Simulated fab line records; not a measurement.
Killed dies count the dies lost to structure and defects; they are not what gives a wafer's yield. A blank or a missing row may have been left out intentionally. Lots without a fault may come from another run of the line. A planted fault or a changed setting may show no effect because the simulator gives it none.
fab line records -- flow n5Finfet -- part 1 of 2: steps 1 to 18 of 27
record lots=5, wafers=15, lastDay=20
route steps=1938 shown BEOL_M3@944
lots that met no fault: from a run of the same line without faults
startH: hours from the record's opening day to when the first of the lot's shown wafers began -- waitH: hours since the lot's step before -- " same as the row above -- L1.1+2: several wafers, shown together as one row -- - either no value or no given start -- * or withheld: withheld -- < > ~ a bound
route shown NAME@n: NAME is a module with steps in the file, n the number in the route of the first one -- usual: average and standard deviation across the fault-free wafers -- same: alike in all rows -- chamber/n: place in a boat -- sites: the reading at each site -- _std_site: how widely they spread, as a standard deviation -- _edge_site: the outer-site mean with the inner-site mean subtracted -- radiusMm: for every site, how far away it sits from the centre of the wafer -- mask NAME#n: copy n -- behind: the most recent tool/chamber to have shaped the wafer -- hold: what put the lot on hold/how long, in hours/how the hold closed -- device: names the non-switching transistor (n, p or np) -- end of line: the route-end tests of the same wafers -- a step without rows: its recipe alone -- killed: at the first sort, the dies lost to defects and structure; wafer yield is something else -- map: a wafer's dies, marking killed ones x, the rest . and places with no die _
set.NAME: the setting the step ran with; set.NAME@STEP: the setting that earlier step ran with -- model.NAME: the simulator's own value behind a step, which no gauge read
a table for each step, a row for each wafer; lots at some steps of the route
services: when a tool's chamber went out of use (startH, in hours from the record's first day, below 0 if earlier), for how many hours, and the reason
## steps
# step N5_BEOL_M3_CD_MEAS_11
# recipe targetCdNm=17.05, landingEnergyEv=500, detector=seInlens, polarity=opening
# usual cdNm=17.12/0.22
lot.wafer,tool,chamber,startH,waitH,cdNm
L075.1,cdSem-03,0,175.97,-,16.97
L075.2,cdSem-03,0,175.97,-,16.86
L075.4,cdSem-03,0,175.97,-,16.85
L078.2,cdSem-02,0,185.10,-,17.15
L078.4,cdSem-02,0,185.10,-,17.03
L078.5,cdSem-02,0,185.10,-,17.61
L082.1,cdSem-02,0,209.76,-,17.35
L082.3,cdSem-02,0,209.76,-,17.26
L082.6,cdSem-02,0,209.76,-,16.98
L089.3,cdSem-01,0,257.33,-,17.15
L089.4,cdSem-01,0,257.33,-,17.02
L089.5,cdSem-01,0,257.33,-,17.45
L095.1,cdSem-03,0,295.91,-,17.11
L095.3,cdSem-03,0,295.91,-,17.19
L095.6,cdSem-03,0,295.91,-,17.24
# step N5_BEOL_M3_OVL_MEAS_12
# recipe pointsPerWafer=522
# usual M3_OVL=0.0/0.71
lot.wafer,tool,chamber,startH,waitH,M3_OVL[nm]
L075.1,overlay-02,0,176.00,0.0,0.0
L075.2,overlay-02,0,176.00,0.0,-0.4
L075.4,overlay-02,0,176.00,0.0,-0.8
L078.2,overlay-02,0,185.13,0.0,0.4
L078.4,overlay-02,0,185.13,0.0,0.0
L078.5,overlay-02,0,185.13,0.0,-0.6
L082.1,overlay-01,0,209.79,0.0,1.1
L082.3,overlay-01,0,209.79,0.0,0.2
L082.6,overlay-01,0,209.79,0.0,0.0
L089.3,overlay-01,0,257.37,0.0,-0.1
L089.4,overlay-01,0,257.37,0.0,-0.7
L089.5,overlay-01,0,257.37,0.0,-0.5
L095.1,overlay-02,0,295.94,0.0,-0.7
L095.3,overlay-02,0,295.94,0.0,0.0
L095.6,overlay-02,0,295.94,0.0,0.4
# step N5_BEOL_M3_INSPECT_13
# recipe mode=adi, inspectInstrument=brightfield
# usual rawDefectCount=408/94
lot.wafer,tool,chamber,startH,waitH,rawDefectCount
L075.1,defectInspect-02,-,176.05,0.1,435
L075.2,defectInspect-02,-,176.05,0.1,497
L075.4,defectInspect-02,-,176.05,0.1,355
L078.2,defectInspect-02,-,185.19,0.0,368
L078.4,defectInspect-02,-,185.19,0.0,390
L078.5,defectInspect-02,-,185.19,0.0,478
L082.1,defectInspect-02,-,209.85,0.1,454
L082.3,defectInspect-02,-,209.85,0.1,308
L082.6,defectInspect-02,-,209.85,0.1,373
L089.3,defectInspect-02,-,257.41,0.0,480
L089.4,defectInspect-02,-,257.41,0.0,542
L089.5,defectInspect-02,-,257.41,0.0,413
L095.1,defectInspect-01,-,296.00,0.1,316
L095.3,defectInspect-01,-,296.00,0.1,391
L095.6,defectInspect-01,-,296.00,0.1,293
# step N5_BEOL_M3_DESCUM_16
# recipe chemistry=O2, timeS=7, sourcePowerW=50, biasPowerW=20, pressureMtorr=20, rfFrequencyHz=2.712e+07, tempC=40, resist=CAR-EUV, o2FlowSccm=225
# usual drypumpMotorCurrentA=5.6/0.34, oesProductAu=0.78/0.07, rfVppV=242.9/1.5, showerheadPlenumPTorr=2.08/0.077, throttleValvePct=20.47/0.18
lot.wafer,tool,chamber,startH,waitH,drypumpMotorCurrentA,oesProductAu,rfHoursCounterH,rfVppV,showerheadPlenumPTorr,throttleValvePct
L075.1,rieDiel-02,2,176.09,0.0,5.5,0.74,176,243.2,2.10,20.48
L075.2,rieDiel-02,3,176.09,0.0,5.7,0.74,195,240.7,1.96,20.37
L075.4,rieDiel-02,0,176.09,0.0,5.5,0.81,98,243.7,2.03,20.28
L078.2,rieDiel-06,2,185.22,0.0,5.8,0.80,105,241.5,1.96,20.59
L078.4,rieDiel-06,3,185.22,0.0,5.8,0.71,197,243.0,2.05,20.40
L078.5,rieDiel-06,2,185.22,0.0,5.9,0.80,-,240.4,1.96,20.58
L082.1,rieDiel-06,2,210.01,0.2,5.9,0.79,110,240.0,1.96,20.58
L082.3,rieDiel-06,0,210.01,0.2,5.5,0.93,24,241.1,2.08,20.29
L082.6,rieDiel-06,3,210.01,0.2,5.8,0.71,-,242.5,2.05,20.41
L089.3,rieDiel-06,2,257.72,0.3,5.9,0.77,125,239.3,1.95,20.63
L089.4,rieDiel-06,3,257.72,0.3,5.8,0.69,217,242.3,2.04,20.42
L089.5,rieDiel-06,3,257.72,0.3,5.8,0.69,-,241.7,2.04,20.43
L095.1,rieDiel-06,1,296.04,0.0,5.4,0.83,94,242.4,2.10,20.45
L095.3,rieDiel-06,2,296.04,0.0,5.8,0.78,135,240.6,1.95,20.64
L095.6,rieDiel-06,3,296.04,0.0,5.8,0.69,-,244.1,2.04,20.44
# step N5_BEOL_M3_ETCH_74
# recipe chemistry=N2/H2, target=underlayer, targetDepthA=65, maskMaterial=CAR-EUV, timeS=5.2, ionEnergyEv=200, pressureMtorr=30, sourceW=840, biasW=150, n2FlowSccm=200, h2FlowSccm=200, ends=cleared
# usual drypumpMotorCurrentA=5.6/0.34, etchRfOnTimeS=5.22/0.2, oesProductAu=0.67/0.056, rfVppV=523.3/2.9, showerheadPlenumPTorr=2.52/0.09, throttleValvePct=17.86/0.19
lot.wafer,tool,chamber,startH,waitH,drypumpMotorCurrentA,etchRfOnTimeS,oesProductAu,rfHoursCounterH,rfVppV,showerheadPlenumPTorr,throttleValvePct
L075.1,rieDiel-02,2,176.12,0.0,5.5,4.90,0.65,176,524.8,2.51,17.83
L075.2,rieDiel-02,3,176.12,0.0,5.7,5.57,0.61,195,518.9,2.41,17.89
L075.4,rieDiel-02,0,176.12,0.0,5.5,5.42,0.68,98,519.4,2.48,17.81
L078.2,rieDiel-06,2,185.25,0.0,5.9,5.38,0.67,105,518.7,2.37,17.91
L078.4,rieDiel-06,3,185.25,0.0,5.8,5.22,0.61,197,523.7,2.52,17.95
L078.5,rieDiel-06,2,185.25,0.0,5.9,5.34,0.67,-,519.2,2.37,17.93
L082.1,rieDiel-06,2,210.04,0.0,5.9,5.38,0.66,110,517.9,2.36,17.91
L082.3,rieDiel-06,0,210.04,0.0,5.5,5.10,0.80,24,523.2,2.49,17.52
L082.6,rieDiel-06,3,210.04,0.0,5.8,5.19,0.60,-,523.6,2.52,17.97
L089.3,rieDiel-06,2,257.76,0.0,5.9,5.31,0.66,125,518.7,2.36,17.96
L089.4,rieDiel-06,3,257.76,0.0,5.8,5.22,0.59,217,524.2,2.51,17.99
L089.5,rieDiel-06,3,257.76,0.0,5.8,5.19,0.59,-,522.2,2.51,17.98
L095.1,rieDiel-06,1,296.07,0.0,5.4,5.19,0.69,94,524.9,2.55,17.69
L095.3,rieDiel-06,2,296.07,0.0,5.9,5.32,0.65,135,519.1,2.35,17.97
L095.6,rieDiel-06,3,296.07,0.0,5.8,5.16,0.58,-,522.2,2.51,18.01
# step N5_BEOL_M3_ETCH_63
# recipe chemistry=CF4, target=SiARC, targetDepthA=156, maskMaterial=CAR-EUV, timeS=26, ionEnergyEv=80, pressureMtorr=40, sourceW=545, biasW=36, Ar_flow_sccm=100, cf4FlowSccm=100, ends=cleared
# usual drypumpMotorCurrentA=5.6/0.34, etchRfOnTimeS=26.1/0.95, mfcArSccm=100.1/0.32, oesProductAu=0.67/0.054, rfVppV=183.9/1.2, showerheadPlenumPTorr=2.13/0.076, throttleValvePct=15.62/0.2
lot.wafer,tool,chamber,startH,waitH,drypumpMotorCurrentA,etchRfOnTimeS,mfcArSccm,oesProductAu,rfHoursCounterH,rfVppV,showerheadPlenumPTorr,throttleValvePct
L075.1,rieDiel-02,2,176.14,0.0,5.5,24.7,99.8,0.66,176,183.4,2.14,15.72
L075.2,rieDiel-02,3,176.14,0.0,5.6,28.0,100.7,0.61,195,183.9,2.03,15.76
L075.4,rieDiel-02,0,176.14,0.0,5.5,26.7,100.1,0.69,98,184.0,2.07,15.41
L078.2,rieDiel-06,2,185.27,0.0,5.8,26.6,100.9,0.67,105,182.6,2.00,15.61
L078.4,rieDiel-06,3,185.27,0.0,5.8,26.0,100.0,0.60,197,184.4,2.13,15.87
L078.5,rieDiel-06,2,185.27,0.0,5.9,26.6,100.7,0.68,-,181.9,2.00,15.61
L082.1,rieDiel-06,2,210.06,0.0,5.8,27.1,99.9,0.66,110,182.0,2.00,15.63
L082.3,rieDiel-06,0,210.06,0.0,5.5,25.6,99.8,0.79,24,183.7,2.10,15.19
L082.6,rieDiel-06,3,210.06,0.0,5.8,25.8,100.2,0.59,-,184.0,2.13,15.89
L089.3,rieDiel-06,2,257.77,0.0,5.8,26.7,99.8,0.66,125,181.0,1.99,15.65
L089.4,rieDiel-06,3,257.77,0.0,5.8,26.0,99.9,0.59,217,185.0,2.13,15.92
L089.5,rieDiel-06,3,257.77,0.0,5.8,26.2,100.4,0.59,-,184.6,2.13,15.92
L095.1,rieDiel-06,1,296.09,0.0,5.4,26.0,100.4,0.70,94,184.4,2.17,15.68
L095.3,rieDiel-06,2,296.09,0.0,5.9,26.5,99.8,0.65,135,181.6,1.99,15.66
L095.6,rieDiel-06,3,296.09,0.0,5.8,25.9,100.1,0.58,-,184.0,2.12,15.93
# step N5_BEOL_M3_ETCH_64
# recipe chemistry=N2/H2, target=SOC, targetDepthA=750, overetchA=150, maskMaterial=SiARC, tempC=40, timeS=112.5, ionEnergyEv=200, pressureMtorr=30, sourceW=840, biasW=150, n2FlowSccm=200, h2FlowSccm=200
# usual drypumpMotorCurrentA=5.6/0.35, oesProductAu=0.62/0.051, rfVppV=523.3/2.8, showerheadPlenumPTorr=2.52/0.09, throttleValvePct=17.82/0.19
lot.wafer,tool,chamber,startH,waitH,drypumpMotorCurrentA,oesProductAu,rfHoursCounterH,rfVppV,showerheadPlenumPTorr,throttleValvePct
L075.1,rieDiel-02,2,176.17,0.0,5.5,0.59,176,524.0,2.51,17.78
L075.2,rieDiel-02,3,176.17,0.0,5.7,0.58,195,520.9,2.41,17.86
L075.4,rieDiel-02,0,176.17,0.0,5.5,0.64,98,521.3,2.48,17.80
L078.2,rieDiel-06,2,185.30,0.0,5.9,0.63,105,517.8,2.37,17.89
L078.4,rieDiel-06,3,185.30,0.0,5.8,0.55,197,525.3,2.52,17.92
L078.5,rieDiel-06,2,185.30,0.0,5.9,0.63,-,517.4,2.37,17.88
L082.1,rieDiel-06,2,210.09,0.0,5.9,0.63,110,519.1,2.36,17.88
L082.3,rieDiel-06,0,210.09,0.0,5.5,0.72,24,522.2,2.49,17.48
L082.6,rieDiel-06,3,210.09,0.0,5.8,0.55,-,523.3,2.52,17.91
L089.3,rieDiel-06,2,257.80,0.0,5.9,0.61,125,517.3,2.36,17.91
L089.4,rieDiel-06,3,257.80,0.0,5.8,0.55,217,523.7,2.51,17.95
L089.5,rieDiel-06,3,257.80,0.0,5.8,0.55,-,522.2,2.51,17.94
L095.1,rieDiel-06,1,296.12,0.0,5.4,0.64,94,524.4,2.55,17.66
L095.3,rieDiel-06,2,296.12,0.0,5.8,0.62,135,517.0,2.35,17.93
L095.6,rieDiel-06,3,296.12,0.0,5.8,0.54,-,521.7,2.51,17.96
# step N5_BEOL_M3_STRIP_65
# recipe chemistry=N2/H2, tempC=40, n2FlowSccm=200, h2FlowSccm=200, rfFrequencyHz=6e+07
lot.wafer,tool,chamber,startH,waitH
L075.1+2+4,rieDiel-02,"2,3,0",176.28,0.1
L078.2+4+5,rieDiel-06,"2,3,2",185.41,0.1
L082.1+3+6,rieDiel-06,"2,0,3",210.19,0.1
L089.3+4+5,rieDiel-06,"2,3,3",257.91,0.1
L095.1+3+6,rieDiel-06,"1,2,3",296.22,0.1
# step N5_BEOL_M3_STRIP_75
# recipe chemistry=N2/H2, tempC=40, n2FlowSccm=200, h2FlowSccm=200, rfFrequencyHz=6e+07
lot.wafer,tool,chamber,startH,waitH
L075.1+2+4,rieDiel-02,"2,3,0",176.29,0.0
L078.2+4+5,rieDiel-06,"2,3,2",185.42,0.0
L082.1+3+6,rieDiel-06,"2,0,3",210.20,0.0
L089.3+4+5,rieDiel-06,"2,3,3",257.92,0.0
L095.1+3+6,rieDiel-06,"1,2,3",296.23,0.0
# step N5_BEOL_M3_STRIP_66
# recipe chemistry=CF4, resist=SiARC, powerW=300, biasPowerW=75, pressureMtorr=50, cf4FlowSccm=150, rfFrequencyHz=6e+07
# usual drypumpMotorCurrentA=5.6/0.35, oesProductAu=0.77/0.064, rfVppV=270.9/1.7, showerheadPlenumPTorr=1.78/0.061, throttleValvePct=13.60/0.21
lot.wafer,tool,chamber,startH,waitH,drypumpMotorCurrentA,oesProductAu,rfHoursCounterH,rfVppV,showerheadPlenumPTorr,throttleValvePct
L075.1,rieDiel-02,2,176.30,0.0,5.5,0.74,176,269.1,1.80,13.70
L075.2,rieDiel-02,3,176.30,0.0,5.7,0.73,195,270.4,1.70,13.76
L075.4,rieDiel-02,0,176.30,0.0,5.5,0.81,98,269.7,1.73,13.39
L078.2,rieDiel-06,2,185.43,0.0,5.8,0.79,105,269.6,1.68,13.63
L078.4,rieDiel-06,3,185.43,0.0,5.8,0.70,197,269.8,1.79,13.87
L078.5,rieDiel-06,2,185.43,0.0,5.8,0.78,-,267.5,1.68,13.61
L082.1,rieDiel-06,2,210.21,0.0,5.8,0.79,110,267.6,1.68,13.62
L082.3,rieDiel-06,0,210.21,0.0,5.5,0.91,25,270.0,1.76,13.17
L082.6,rieDiel-06,3,210.21,0.0,5.8,0.70,-,271.3,1.79,13.88
L089.3,rieDiel-06,2,257.93,0.0,5.8,0.77,125,267.3,1.68,13.66
L089.4,rieDiel-06,3,257.93,0.0,5.8,0.68,217,269.4,1.79,13.92
L089.5,rieDiel-06,3,257.93,0.0,5.8,0.68,-,271.0,1.79,13.92
L095.1,rieDiel-06,1,296.24,0.0,5.4,0.80,94,272.1,1.80,13.56
L095.3,rieDiel-06,2,296.24,0.0,5.9,0.76,135,267.6,1.68,13.68
L095.6,rieDiel-06,3,296.24,0.0,5.8,0.68,-,270.7,1.78,13.96
# step N5_BEOL_M3_HM_OPEN_17
# recipe chemistry=Cl2/BCl3, targetDepthA=200, overetchA=60, target=TiN, maskMaterial=SOC, ionEnergyEv=150, pressureMtorr=10, icpW=1000, biasW=126, Cl2_flow_sccm=53.25, bcl3FlowSccm=21.75, Ar_flow_sccm=25
# usual drypumpMotorCurrentA=5.68/0.15, mfcArSccm=24.99/0.068, mfcCl2Sccm=53.26/0.18, oesProductAu=0.71/0.074, throttleValvePct=22.24/0.25
lot.wafer,tool,chamber,startH,waitH,drypumpMotorCurrentA,mfcArSccm,mfcCl2Sccm,oesProductAu,rfHoursCounterH,throttleValvePct
L075.1,rieMetal-01,0,176.34,0.0,5.71,24.94,53.15,0.78,8,22.26
L075.2,rieMetal-01,1,176.34,0.0,5.84,24.93,53.44,0.78,5,22.48
L075.4,rieMetal-01,0,176.34,0.0,5.71,25.03,53.46,0.78,-,22.24
L078.2,rieMetal-03,0,185.47,0.0,5.71,25.09,53.04,0.53,116,22.64
L078.4,rieMetal-03,1,185.47,0.0,5.71,25.06,53.23,0.80,-,22.15
L078.5,rieMetal-03,1,185.47,0.0,5.74,25.02,53.17,0.81,-,22.16
L082.1,rieMetal-01,1,210.25,0.0,5.87,24.97,53.46,0.77,7,22.48
L082.3,rieMetal-01,0,210.25,0.0,5.72,25.09,52.98,0.78,-,22.23
L082.6,rieMetal-01,0,210.25,0.0,5.69,25.02,53.09,0.77,-,22.23
L089.3,rieMetal-02,0,258.03,0.1,5.64,24.95,53.50,0.68,-,21.86
L089.4,rieMetal-02,0,258.03,0.1,5.63,24.96,53.04,0.68,-,21.86
L089.5,rieMetal-02,0,258.03,0.1,5.64,24.91,53.53,0.67,-,21.87
L095.1,rieMetal-03,1,296.28,0.0,5.73,24.98,53.16,0.75,11,22.20
L095.3,rieMetal-03,1,296.28,0.0,5.71,25.09,53.24,0.74,-,22.19
L095.6,rieMetal-03,1,296.28,0.0,5.72,24.97,53.17,0.74,-,22.18
# step N5_BEOL_M3_STRIP_19
# recipe chemistry=O2, powerW=400, tempC=40, pressureMtorr=30, rfFrequencyHz=6e+07, biasPowerW=0, overashFraction=0.2, o2FlowSccm=225
# usual drypumpMotorCurrentA=5.6/0.38, oesProductAu=0.78/0.069, rfVppV=3.6/0.45, showerheadPlenumPTorr=2.10/0.077, throttleValvePct=16.72/0.18
lot.wafer,tool,chamber,startH,waitH,drypumpMotorCurrentA,oesProductAu,rfHoursCounterH,rfVppV,showerheadPlenumPTorr,throttleValvePct
L075.1,rieDiel-03,3,176.55,0.2,4.9,0.75,174,3.6,2.17,16.95
L075.2,rieDiel-03,2,176.55,0.2,5.4,0.68,217,3.7,2.19,16.96
L075.4,rieDiel-03,0,176.55,0.2,6.0,0.89,32,4.1,2.14,16.53
L078.2,rieDiel-02,3,185.58,0.1,5.7,0.74,198,4.4,1.96,16.72
L078.4,rieDiel-02,0,185.58,0.1,5.5,0.81,100,3.5,2.03,16.51
L078.5,rieDiel-02,1,185.58,0.1,5.4,0.86,-,3.5,2.21,16.38
L082.1,rieDiel-06,2,210.37,0.1,5.9,0.79,111,3.6,1.96,16.78
L082.3,rieDiel-06,3,210.37,0.1,5.8,0.70,203,3.8,2.05,16.74
L082.6,rieDiel-06,3,210.37,0.1,5.8,0.71,-,3.7,2.05,16.73
L089.3,rieDiel-02,3,258.24,0.2,5.7,0.72,219,3.5,1.96,16.76
L089.4,rieDiel-02,2,258.24,0.2,5.5,0.72,-,3.5,2.09,16.81
L089.5,rieDiel-02,1,258.24,0.2,5.4,0.83,-,3.6,2.20,16.42
L095.1,rieDiel-06,0,296.58,0.3,5.5,0.87,49,4.2,2.08,16.51
L095.3,rieDiel-06,1,296.58,0.3,5.4,0.82,94,4.2,2.11,16.68
L095.6,rieDiel-06,0,296.58,0.3,5.5,0.88,-,3.4,2.08,16.54
# step N5_BEOL_M3_CD_MEAS_18
# recipe pitchNm=36, targetCdNm=18
# usual cdNm=18.1/0.37
lot.wafer,tool,chamber,startH,waitH,cdNm
L075.1,cdSem-03,-,176.62,0.0,18.1
L075.2,cdSem-03,-,176.62,0.0,18.0
L075.4,cdSem-03,-,176.62,0.0,18.1
L078.2,cdSem-03,-,185.65,0.1,18.5
L078.4,cdSem-03,-,185.65,0.1,17.5
L078.5,cdSem-03,-,185.65,0.1,18.5
L082.1,cdSem-03,-,210.44,0.0,18.5
L082.3,cdSem-03,-,210.44,0.0,18.6
L082.6,cdSem-03,-,210.44,0.0,17.5
L089.3,cdSem-03,-,258.32,0.1,18.3
L089.4,cdSem-03,-,258.32,0.1,17.7
L089.5,cdSem-03,-,258.32,0.1,18.0
L095.1,cdSem-02,-,296.65,0.0,18.0
L095.3,cdSem-02,-,296.65,0.0,18.1
L095.6,cdSem-02,-,296.65,0.0,17.9
# step N5_BEOL_M3_COAT_67
# recipe resist=SOC, tempC=250, timeS=60, spinRpm=1500, resistThkNm=60
# usual resistLineTempC=23.00/0.12
lot.wafer,tool,chamber,startH,waitH,resistLineTempC
L075.1,lithoTrack-02,0,176.66,0.0,22.88
L075.2,lithoTrack-02,0,176.66,0.0,23.04
L075.4,lithoTrack-02,0,176.66,0.0,22.87
L078.2,lithoTrack-01,0,185.68,0.0,23.02
L078.4,lithoTrack-01,0,185.68,0.0,23.07
L078.5,lithoTrack-01,0,185.68,0.0,22.74
L082.1,lithoTrack-03,0,210.47,0.0,23.15
L082.3,lithoTrack-03,0,210.47,0.0,23.01
L082.6,lithoTrack-03,0,210.47,0.0,23.19
L089.3,lithoTrack-02,0,258.35,0.0,22.92
L089.4,lithoTrack-02,0,258.35,0.0,22.90
L089.5,lithoTrack-02,0,258.35,0.0,22.89
L095.1,lithoTrack-02,0,296.69,0.0,23.19
L095.3,lithoTrack-02,0,296.69,0.0,23.12
L095.6,lithoTrack-02,0,296.69,0.0,23.02
# step N5_BEOL_M3_COAT_68
# recipe resist=SiARC, tempC=220, timeS=60, spinRpm=1500, resistThkNm=12
# usual resistLineTempC=22.99/0.12
lot.wafer,tool,chamber,startH,waitH,resistLineTempC
L075.1,lithoTrack-02,0,-,-,22.95
L075.2,lithoTrack-02,0,-,-,22.90
L075.4,lithoTrack-02,0,-,-,23.16
L078.2,lithoTrack-01,0,-,-,22.99
L078.4,lithoTrack-01,0,-,-,23.02
L078.5,lithoTrack-01,0,-,-,22.99
L082.1,lithoTrack-03,0,-,-,23.11
L082.3,lithoTrack-03,0,-,-,23.28
L082.6,lithoTrack-03,0,-,-,23.24
L089.3,lithoTrack-02,0,-,-,23.26
L089.4,lithoTrack-02,0,-,-,23.07
L089.5,lithoTrack-02,0,-,-,22.99
L095.1,lithoTrack-02,0,-,-,22.99
L095.3,lithoTrack-02,0,-,-,22.96
L095.6,lithoTrack-02,0,-,-,23.02
# step N5_BEOL_M3_COAT_76
# recipe resist=underlayer, tempC=205, timeS=60, spinRpm=1500, resistThkNm=5
# usual resistLineTempC=22.97/0.095
lot.wafer,tool,chamber,startH,waitH,resistLineTempC
L075.1,lithoTrack-02,0,-,-,22.80
L075.2,lithoTrack-02,0,-,-,22.80
L075.4,lithoTrack-02,0,-,-,22.78
L078.2,lithoTrack-01,0,-,-,22.90
L078.4,lithoTrack-01,0,-,-,23.02
L078.5,lithoTrack-01,0,-,-,23.01
L082.1,lithoTrack-03,0,-,-,23.00
L082.3,lithoTrack-03,0,-,-,22.89
L082.6,lithoTrack-03,0,-,-,22.91
L089.3,lithoTrack-02,0,-,-,23.15
L089.4,lithoTrack-02,0,-,-,23.00
L089.5,lithoTrack-02,0,-,-,22.96
L095.1,lithoTrack-02,0,-,-,22.90
L095.3,lithoTrack-02,0,-,-,23.02
L095.6,lithoTrack-02,0,-,-,23.10
# step N5_BEOL_M3_COAT_22
# recipe resist=CAR-EUV, spinRpm=1500, resistThkNm=30
# usual resistLineTempC=22.98/0.096
lot.wafer,tool,chamber,startH,waitH,resistLineTempC
L075.1,lithoTrack-02,0,-,-,23.02
L075.2,lithoTrack-02,0,-,-,23.12
L075.4,lithoTrack-02,0,-,-,23.10
L078.2,lithoTrack-01,0,-,-,22.96
L078.4,lithoTrack-01,0,-,-,23.06
L078.5,lithoTrack-01,0,-,-,23.16
L082.1,lithoTrack-03,0,-,-,23.01
L082.3,lithoTrack-03,0,-,-,23.09
L082.6,lithoTrack-03,0,-,-,22.99
L089.3,lithoTrack-02,0,-,-,23.05
L089.4,lithoTrack-02,0,-,-,23.00
L089.5,lithoTrack-02,0,-,-,23.04
L095.1,lithoTrack-02,0,-,-,23.00
L095.3,lithoTrack-02,0,-,-,23.11
L095.6,lithoTrack-02,0,-,-,23.00
# step N5_BEOL_M3_EBR_24
# recipe solvent=PGMEA, ebrWidthMm=1.5
# usual resistLineTempC=23.00/0.1
lot.wafer,tool,chamber,startH,waitH,resistLineTempC
L075.1,lithoTrack-02,0,-,-,23.12
L075.2,lithoTrack-02,0,-,-,23.15
L075.4,lithoTrack-02,0,-,-,23.08
L078.2,lithoTrack-01,0,-,-,23.00
L078.4,lithoTrack-01,0,-,-,22.93
L078.5,lithoTrack-01,0,-,-,22.91
L082.1,lithoTrack-03,0,-,-,22.98
L082.3,lithoTrack-03,0,-,-,22.97
L082.6,lithoTrack-03,0,-,-,22.85
L089.3,lithoTrack-02,0,-,-,22.94
L089.4,lithoTrack-02,0,-,-,22.81
L089.5,lithoTrack-02,0,-,-,22.88
L095.1,lithoTrack-02,0,-,-,23.08
L095.3,lithoTrack-02,0,-,-,23.01
L095.6,lithoTrack-02,0,-,-,22.99
